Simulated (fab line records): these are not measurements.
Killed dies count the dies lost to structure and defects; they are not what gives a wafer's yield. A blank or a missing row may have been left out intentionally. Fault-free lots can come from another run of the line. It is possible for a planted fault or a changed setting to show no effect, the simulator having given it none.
Lot-split experiment -- flow n5-finfet -- 21 wafers read from 7 lots, route of 1938 steps

== THE SPLIT ITSELF ==
At N5_SDB_COAT_05 (resist thk 90 nm), the setting spin-rpm was moved away from the recipe's 1500 rpm on 4 of the 21 wafers read, by -8.8% to -5.4%. The other wafers ran this setting at the recipe's value.

The reading comes from the split's own step.

== THE READING ==
CAR-ArF_of_SDB_COAT_05.thk-nm (the simulator's own value, which no gauge read), in nm, at N5_SDB_COAT_05 (resist thk 90 nm). There is no usual value for it anywhere in the file. Here, 17 wafers ran the recipe; their average is 89.8 nm with a standard deviation of 0.2 nm.

wafer,"tool, chamber at the split","spin-rpm as run, rpm",against the recipe,"CAR-ArF_of_SDB_COAT_05.thk-nm, nm",against lot-mates on the recipe
L074.3,"litho-track-01, 0",1500,recipe,90.2,-
L074.4,"litho-track-01, 0",1368,-8.8%,94.2,+4.1
L074.6,"litho-track-01, 0",1500,recipe,90,-
L076.2,"litho-track-01, 0",1406,-6.3%,92.8,+3.2
L076.3,"litho-track-01, 0",1500,recipe,89.6,-
L076.6,"litho-track-01, 0",1406,-6.3%,92.6,+3.0
L077.2,"litho-track-05, 0",1500,recipe,89.8,-
L077.4,"litho-track-05, 0",1500,recipe,89.8,-
L077.3,"litho-track-05, 0",1500,recipe,89.6,-
L078.1,"litho-track-03, 0",1500,recipe,90,-
L078.2,"litho-track-03, 0",1500,recipe,90.2,-
L078.5,"litho-track-03, 0",1419,-5.4%,92.6,+2.5
L079.1,"litho-track-05, 0",1500,recipe,90,-
L079.5,"litho-track-05, 0",1500,recipe,90,-
L079.3,"litho-track-05, 0",1500,recipe,89.8,-
L096.1,"litho-track-03, 0",1500,recipe,89.8,-
L096.3,"litho-track-03, 0",1500,recipe,89.6,-
L096.6,"litho-track-03, 0",1500,recipe,89.6,-
L097.1,"litho-track-03, 0",1500,recipe,89.8,-
L097.2,"litho-track-03, 0",1500,recipe,89.8,-
L097.6,"litho-track-03, 0",1500,recipe,89.6,-

THE FIT
A straight line over all 21 wafers: CAR-ArF_of_SDB_COAT_05.thk-nm changes by -0.482 nm for each +1% of spin-rpm; r = -0.99; the points scatter about the line by 0.2 nm.
The same after taking each lot's own level away (the mean of its wafers on the recipe; 21 wafers): -0.477 nm for each +1%; r = -1.00; scatter 0.1 nm.
Per that fit: largest spin-rpm move, reading shift of 4.2 nm.
Across the lots, their own levels run from 89.60 to 90.10 nm, a range of 2.5 times the standard deviation given above.
Hence the lot-to-lot level has little effect on the slope; both slopes agree.
Check: with one of the wafers moved furthest among these (-8.8%) left out of the fit, the line predicts +4.28 nm for it against its lot-mates. It came out at +4.1 nm against them.

== THESE WAFERS: OTHER SPLITS ==
Note: prior to the reading, these wafers also went through further splits. Each is held against what the fit with the lots' levels taken away leaves over:
other split on the same wafers,wafers away from the commonest value,r with CAR-ArF_of_SDB_COAT_05.thk-nm (lot level and that fit taken away)
N5_DUMMY_GATE_PECVD_30 time-s,3,+0.11
N5_SD_EPI_N_PEB_07 peb-time-s,9,+0.11
N5_SD_EPI_N_DESCUM_14 time-s,8,+0.17

== FILE'S OWN FIT ==
CAR-ArF_of_SDB_COAT_05.thk-nm changes by -0.473 nm for each +1% of spin-rpm, r = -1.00.
